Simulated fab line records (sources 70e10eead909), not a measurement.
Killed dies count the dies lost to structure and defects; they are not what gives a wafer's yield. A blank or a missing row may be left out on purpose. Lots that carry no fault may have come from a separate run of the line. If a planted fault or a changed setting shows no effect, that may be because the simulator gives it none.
Matching of chambers || flow nand_harc || rie_diel-11 running NHARC_A_STAIRCASE_TRIM_12: 4 sister chambers
The step chemistry O2, time 211.2 s. 4 wafers are shown with their chamber, then 7 later ones without.

## WAFERS WITH THEIR CHAMBER
{"wafer": "L074.2", "chamber": 3, "showerhead_plenum_p_Torr (Torr)": 3.42}
{"wafer": "L084.4", "chamber": 0, "showerhead_plenum_p_Torr (Torr)": 3.47}
{"wafer": "L084.5", "chamber": 1, "showerhead_plenum_p_Torr (Torr)": 3.62}
{"wafer": "L087.5", "chamber": 2, "showerhead_plenum_p_Torr (Torr)": 3.33}

## WAFERS WITH NO CHAMBER GIVEN
{"wafer": "L087.6", "showerhead_plenum_p_Torr (Torr)": 3.61}
{"wafer": "L092.1", "showerhead_plenum_p_Torr (Torr)": 3.61}
{"wafer": "L092.2", "showerhead_plenum_p_Torr (Torr)": 3.39}
{"wafer": "L092.4", "showerhead_plenum_p_Torr (Torr)": 3.32}
{"wafer": "L092.3", "showerhead_plenum_p_Torr (Torr)": 3.46}
{"wafer": "L092.5", "showerhead_plenum_p_Torr (Torr)": 3.61}
{"wafer": "L092.6", "showerhead_plenum_p_Torr (Torr)": 3.32}

## THE CHAMBER EACH PASSED THROUGH
{"wafer": "L087.6", "from the rows above": 1, "in truth": 1}
{"wafer": "L092.1", "from the rows above": 1, "in truth": 1}
{"wafer": "L092.2", "from the rows above": 3, "in truth": 3}
{"wafer": "L092.4", "from the rows above": 2, "in truth": 2}
{"wafer": "L092.3", "from the rows above": 0, "in truth": 0}
{"wafer": "L092.5", "from the rows above": 1, "in truth": 1}
{"wafer": "L092.6", "from the rows above": 2, "in truth": 2}
Correctly placed: 7 of 7. Not placeable from these rows: 0. Placed wrongly: 0.
How it was worked out, from the rows above alone: a wafer's distance from a chamber is the root of the sum, over the readings, of the square of ((its reading less the chamber's mean) divided by the reading's scatter). If the next closest chamber is less than 2 further off than the closest, the wafer can't be placed; otherwise it belongs to the closest. Each chamber's mean is taken over the wafers shown for it. The scatter (one wafer shown for each chamber): square how far every hidden wafer sits from the nearest shown wafer, average those squares and take the square root.
